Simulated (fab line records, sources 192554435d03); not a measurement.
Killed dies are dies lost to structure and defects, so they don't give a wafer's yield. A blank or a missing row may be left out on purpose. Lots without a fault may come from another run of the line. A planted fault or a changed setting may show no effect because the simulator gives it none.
Split-lot experiment | flow n5_finfet | 7 lots, 21 wafers read, on a route of 1938 steps

THE SPLIT
At N5_BEOL_M14_EXPOSE_25 (exposes mask M14, target cd 280 nm), the setting dose_mj was moved away from the recipe's 26.6 on 8 of the 21 wafers read, by -3.1% to +6.6%. The other wafers ran this setting at the recipe's value.

FROM THE SPLIT TO THE READING: what the file shows between them, 3 steps
- N5_BEOL_M14_PEB_26: peb time 90 s
- N5_BEOL_M14_DEVELOP_27: develop time 45 s
- N5_BEOL_M14_HARDBAKE_32: time 120 s

THE READING
cd_nm, in nm, at N5_BEOL_M14_CD_MEAS_28 (target cd 284.4 nm). Fault-free wafers of this fab line usually give 285.6 nm, standard deviation 1.8 nm.

wafer  | tool, chamber at the split | dose_mj as run | against the recipe | cd_nm, nm | against lot-mates on the recipe
L078.1 | krf_scanner-01, 0          | 26.6           | recipe             | 285.5     | -
L078.2 | krf_scanner-01, 0          | 26.6           | recipe             | 286.4     | -
L078.6 | krf_scanner-01, 0          | 26.6           | recipe             | 284.8     | -
L077.3 | krf_scanner-02, 0          | 25.78          | -3.1%              | 281.4     | no lot-mate on the recipe
L077.5 | krf_scanner-02, 0          | 25.78          | -3.1%              | 280.5     | no lot-mate on the recipe
L077.6 | krf_scanner-02, 0          | 25.78          | -3.1%              | 279.0     | no lot-mate on the recipe
L082.3 | krf_scanner-01, 0          | 28.35          | +6.6%              | 300.2     | +15.2
L082.4 | krf_scanner-01, 0          | 26.6           | recipe             | 285.5     | -
L082.5 | krf_scanner-01, 0          | 26.6           | recipe             | 284.5     | -
L090.1 | krf_scanner-02, 0          | 27.47          | +3.3%              | 291.4     | +5.9
L090.3 | krf_scanner-02, 0          | 26.6           | recipe             | 286.3     | -
L090.6 | krf_scanner-02, 0          | 26.6           | recipe             | 284.6     | -
L092.1 | krf_scanner-01, 0          | 26.6           | recipe             | 285.2     | -
L092.2 | krf_scanner-01, 0          | 26.6           | recipe             | 286.5     | -
L092.6 | krf_scanner-01, 0          | 26.6           | recipe             | 285.5     | -
L095.3 | krf_scanner-01, 0          | 28.25          | +6.2%              | 296.3     | +10.1
L095.5 | krf_scanner-01, 0          | 26.6           | recipe             | 286.5     | -
L095.6 | krf_scanner-01, 0          | 26.6           | recipe             | 286.0     | -
L094.3 | krf_scanner-01, 0          | 27.57          | +3.6%              | 291.2     | +5.6
L094.4 | krf_scanner-01, 0          | 26.6           | recipe             | 285.6     | -
L094.6 | krf_scanner-01, 0          | 27.57          | +3.6%              | 290.8     | +5.2

THE FIT
A straight line over all 21 wafers: cd_nm changes by +1.83 nm for each +1% of dose_mj; r = +0.98; the points scatter about the line by 1 nm.
The same after taking each lot's own level away (the mean of its wafers on the recipe; 18 wafers): +1.88 nm for each +1%; r = +0.97; scatter 1.1 nm.
On that fit, the largest move of dose_mj shifts the reading by 12 nm.
The lots' own levels span 285.00 to 286.25 nm, that is 0.7 times the standard deviation above.
So the lot-to-lot level changes the slope little: the two slopes agree.
Check: with one of the wafers moved furthest among these (+6.6%) left out of the fit, the line predicts +10.5 nm for it against its lot-mates. It came out at +15.2 nm against them.

OTHER SPLITS ON THESE WAFERS
These wafers also went through other splits before the reading. Each is held against what the fit with the lots' levels taken away leaves over:
other split on the same wafers | wafers away from the commonest value | r with cd_nm (lot level and that fit taken away)
N5_BEOL_M12_PEB_08 peb_temp_c  | 6                                    | -0.37
N5_BEOL_M13_COAT_04 spin_rpm   | 10                                   | -0.45
N5_BEOL_M13_DEP_53 time_s      | 6                                    | -0.02
N5_BEOL_M14_ILD_DEP_00 temp_c  | 5                                    | -0.18

THE WHOLE CHAIN: every reading that the file lists as answering this split, in the file's order
step                       | what it does                                                    | reading                                                         | change (the file's fit)              | r (the file's)
N5_BEOL_M14_CD_MEAS_28     | target cd 284.4 nm                                              | cd_nm                                                           | +1.91 nm for each +1% of the setting | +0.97
N5_BEOL_M14_DESCUM_33      | chemistry O2, time 7.9 s                                        | BEOL_M14.cd_nm (the simulator's own value, which no gauge read) | +1.91 nm for each +1% of the setting | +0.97
N5_BEOL_M14_ETCH_68        | etches SOC in N2/H2, time 450 s                                 | BEOL_M14.cd_nm (the simulator's own value, which no gauge read) | +1.66 nm for each +1% of the setting | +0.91
N5_BEOL_M14_TRENCH_ETCH_34 | etches SiO2 in C4F8/O2/Ar, target depth 556.65 nm, time 126.9 s | BEOL_M14.cd_nm (the simulator's own value, which no gauge read) | +1.59 nm for each +1% of the setting | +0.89

THE FILE'S OWN FIT
cd_nm changes by +1.91 nm for each +1% of dose_mj, r = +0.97.
